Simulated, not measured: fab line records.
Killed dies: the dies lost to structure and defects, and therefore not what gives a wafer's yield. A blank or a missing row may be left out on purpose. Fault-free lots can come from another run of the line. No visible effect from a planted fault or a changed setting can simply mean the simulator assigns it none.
Comparing a struck lot with a sound one -- flow nand_harc -- 16 steps out of a route of 1302
Sound: the wafers L988.2, L988.3, L988.6. Wafers L976.1, L976.3, L976.6 were the ones struck. At the end, the cause is stated.
At each step with rows: each side's tool, then ch and its chambers, then its first start. Under that, the readings that differ: sound wafers -- struck wafers -- difference of the means -- sigmas: that difference in standard deviations of wafers without a fault.
alike: same words and numbers on both sides, and readings whose means sit less than 2 such deviations apart. not compared: any withheld reading, any reading some wafer has no value for, any bound like >300 that may hide the same value, and any number with overlapping values for which the record gives no deviation.
A row with sigmas, a row that says differs or no value, or rows on one side alone: a step with any of these is where the two part. Numbers that don't overlap but have no deviation are shown without sigmas and don't part them. Lack of a reading on every wafer of one side parts them only where that side has two or more wafers.

first, 1 step without rows for these wafers: NHARC_A_DECK1_JOINT_SRD_15.
NHARC_A_DECK1_JOINT_DEP_16: deposits SiO2, target thk 45 nm.
  sound on pecvd-02 ch 0,1,2, day 19 09:47; struck on pecvd-01 ch 0,1,2, day 15 06:01
  alike: heater_power_outer_w, heater_power_w, throttle_valve_pct
NHARC_A_DECK1_JOINT_THK_MEAS_17: measures by ellipsometry.
  sound on film_metro-02, day 19 10:02; struck on film_metro-01, day 15 06:18
  alike: thk_nm
NHARC_A_DECK1_JOINT_INSPECT_05:
  sound on defect_inspect-02, day 19 10:04; struck on defect_inspect-01, day 15 06:20
  alike: raw_defect_count
then, 1 step without rows for these wafers: NHARC_A_ONON_D2_DEP_00 (target thk 1000 nm).
NHARC_A_ONON_D2_THK_MEAS_02: measures by ellipsometry.
  sound on film_metro-02, day 19 10:38; struck on film_metro-02, day 15 06:56
  alike: thk_nm
then, 1 step without rows for these wafers: NHARC_A_ONON_D2_DEP_03 (target thk 1000 nm).
NHARC_A_ONON_D2_THK_MEAS_05: measures by ellipsometry.
  sound on film_metro-02, day 19 11:13; struck on film_metro-01, day 15 07:43
  alike: thk_nm
then, 1 step without rows for these wafers: NHARC_A_ONON_D2_DEP_06 (target thk 1000 nm).
NHARC_A_ONON_D2_THK_MEAS_08: measures by ellipsometry.
  sound on film_metro-01, day 19 11:47; struck on film_metro-01, day 15 08:17
  alike: thk_nm
then, 1 step without rows for these wafers: NHARC_A_ONON_D2_DEP_09 (target thk 1000 nm).
NHARC_A_ONON_D2_THK_MEAS_11: measures by ellipsometry.
  sound on film_metro-01, day 19 12:20; struck on film_metro-01, day 15 08:50
  alike: thk_nm
NHARC_A_ONON_D2_DEP_12: target thk 1000 nm.
  sound on pecvd_onon-02 ch 0, day 19 12:27; struck on pecvd_onon-02 ch 0, day 15 08:55
NHARC_A_ONON_D2_THK_MEAS_14: measures by ellipsometry.
  sound on film_metro-01, day 19 12:55; struck on film_metro-01, day 15 09:25
reading,sound,struck,difference,sigmas
thk_nm (nm),1000 998 1000,1595 1594 1596,+596,+89
then, 1 step without rows for these wafers: NHARC_A_ONON_D2_ANNEAL_15 (time 3600 s).
-- the record jumps here: 12 days lie between the struck wafers' starts before and after (it left off in module A_ONON_D2 and takes up again in module END, whose first step shown is number 1302 of the route) --
NHARC_END_SORT_01:
  at this point the record logs the struck wafers (prober-01 ch 0, day 27 05:44) and has no rows for the sound ones

## WHERE THEY PART
First at NHARC_A_ONON_D2_THK_MEAS_14; last, within this record, at NHARC_END_SORT_01.

WHY: what the simulator had put in
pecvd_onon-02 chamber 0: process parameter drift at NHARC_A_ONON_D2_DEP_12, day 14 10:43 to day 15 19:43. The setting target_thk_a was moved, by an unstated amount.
